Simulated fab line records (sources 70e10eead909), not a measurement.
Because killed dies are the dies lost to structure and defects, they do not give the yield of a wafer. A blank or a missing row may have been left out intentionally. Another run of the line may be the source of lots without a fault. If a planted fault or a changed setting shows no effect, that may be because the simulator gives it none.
Chamber matching :: flow nand harc :: NHARC_A_STAIRCASE_DESCUM_270 on rie diel-02 has 4 sister chambers
The step chemistry O2, time 3 s. 16 wafers are shown with their chamber, then 8 later ones without.

## EACH WAFER AND ITS CHAMBER
wafer: L074.1
chamber: 2
showerhead plenum p Torr (Torr): 1.85
drypump motor current A (A): 6.0
throttle valve pct (%): 11.305

wafer: L074.3
chamber: 3
showerhead plenum p Torr (Torr): 2.06
drypump motor current A (A): 6.6
throttle valve pct (%): 11.311

wafer: L074.5
chamber: 3
showerhead plenum p Torr (Torr): 2.06
drypump motor current A (A): 6.5
throttle valve pct (%): 11.313

wafer: L085.2
chamber: 1
showerhead plenum p Torr (Torr): 1.91
drypump motor current A (A): 6.1
throttle valve pct (%): 11.318

wafer: L085.3
chamber: 3
showerhead plenum p Torr (Torr): 2.05
drypump motor current A (A): 6.5
throttle valve pct (%): 11.329

wafer: L085.6
chamber: 2
showerhead plenum p Torr (Torr): 1.84
drypump motor current A (A): 6.0
throttle valve pct (%): 11.308

wafer: L084.1
chamber: 1
showerhead plenum p Torr (Torr): 1.91
drypump motor current A (A): 6.2
throttle valve pct (%): 11.312

wafer: L084.3
chamber: 3
showerhead plenum p Torr (Torr): 2.05
drypump motor current A (A): 6.6
throttle valve pct (%): 11.332

wafer: L084.5
chamber: 0
showerhead plenum p Torr (Torr): 2.03
drypump motor current A (A): 5.7
throttle valve pct (%): 11.312

wafer: L087.1
chamber: 1
showerhead plenum p Torr (Torr): 1.90
drypump motor current A (A): 6.1
throttle valve pct (%): 11.309

wafer: L087.2
chamber: 3
showerhead plenum p Torr (Torr): 2.05
drypump motor current A (A): 6.6
throttle valve pct (%): 11.298

wafer: L087.6
chamber: 3
showerhead plenum p Torr (Torr): 2.05
drypump motor current A (A): 6.6
throttle valve pct (%): 11.306

wafer: L092.4
chamber: 0
showerhead plenum p Torr (Torr): 2.02
drypump motor current A (A): 5.7
throttle valve pct (%): 11.294

wafer: L092.5
chamber: 1
showerhead plenum p Torr (Torr): 1.90
drypump motor current A (A): 6.1
throttle valve pct (%): 11.304

wafer: L092.6
chamber: 0
showerhead plenum p Torr (Torr): 2.02
drypump motor current A (A): 5.7
throttle valve pct (%): 11.330

wafer: L093.1
chamber: 0
showerhead plenum p Torr (Torr): 2.02
drypump motor current A (A): 5.7
throttle valve pct (%): 11.331

SIGNATURES (averages over the wafers above)
reading: showerhead plenum p Torr
chamber 0: 2.0225
chamber 1: 1.9050
chamber 2: 1.8450
chamber 3: 2.0533
scatter within a chamber: 0.00546

reading: drypump motor current A
chamber 0: 5.700
chamber 1: 6.125
chamber 2: 6.000
chamber 3: 6.567
scatter within a chamber: 0.0417

reading: throttle valve pct
chamber 0: 11.31675
chamber 1: 11.31075
chamber 2: 11.30650
chamber 3: 11.31483
scatter within a chamber: 0.0126
Rule: for each reading, subtract the chamber's mean from the wafer's reading, divide by that reading's scatter and square the result; add these up over the readings and take the root, which gives the wafer's distance from the chamber. If the next closest chamber is less than 2 further off than the closest, the wafer can't be placed; otherwise it belongs to the closest. The scatter: the root of (the sum of the squares of (reading less its chamber's mean) over the shown wafers, divided by (wafers less chambers)).

## WAFERS MISSING THEIR CHAMBER
wafer: L093.4
showerhead plenum p Torr (Torr): 1.90
drypump motor current A (A): 6.2
throttle valve pct (%): 11.318

wafer: L093.5
showerhead plenum p Torr (Torr): 1.90
drypump motor current A (A): 6.2
throttle valve pct (%): 11.302

wafer: L095.2
showerhead plenum p Torr (Torr): 1.83
drypump motor current A (A): 6.1
throttle valve pct (%): 11.309

wafer: L095.4
showerhead plenum p Torr (Torr): 2.02
drypump motor current A (A): 5.8
throttle valve pct (%): 11.310

wafer: L095.6
showerhead plenum p Torr (Torr): 2.04
drypump motor current A (A): 6.6
throttle valve pct (%): 11.306

wafer: L095.1
showerhead plenum p Torr (Torr): 1.90
drypump motor current A (A): 6.1
throttle valve pct (%): 11.328

wafer: L095.3
showerhead plenum p Torr (Torr): 2.04
drypump motor current A (A): 6.5
throttle valve pct (%): 11.312

wafer: L095.5
showerhead plenum p Torr (Torr): 1.83
drypump motor current A (A): 6.0
throttle valve pct (%): 11.316

## THE CHAMBER EACH PASSED THROUGH
wafer: L093.4
from the rows above: 1
in truth: 1

wafer: L093.5
from the rows above: 1
in truth: 1

wafer: L095.2
from the rows above: 2
in truth: 2

wafer: L095.4
from the rows above: 0
in truth: 0

wafer: L095.6
from the rows above: 3
in truth: 3

wafer: L095.1
from the rows above: 1
in truth: 1

wafer: L095.3
from the rows above: 3
in truth: 3

wafer: L095.5
from the rows above: 2
in truth: 2
Correct placement for 8 of the 8. Can't be placed from these rows: 0. 0 placed wrongly.
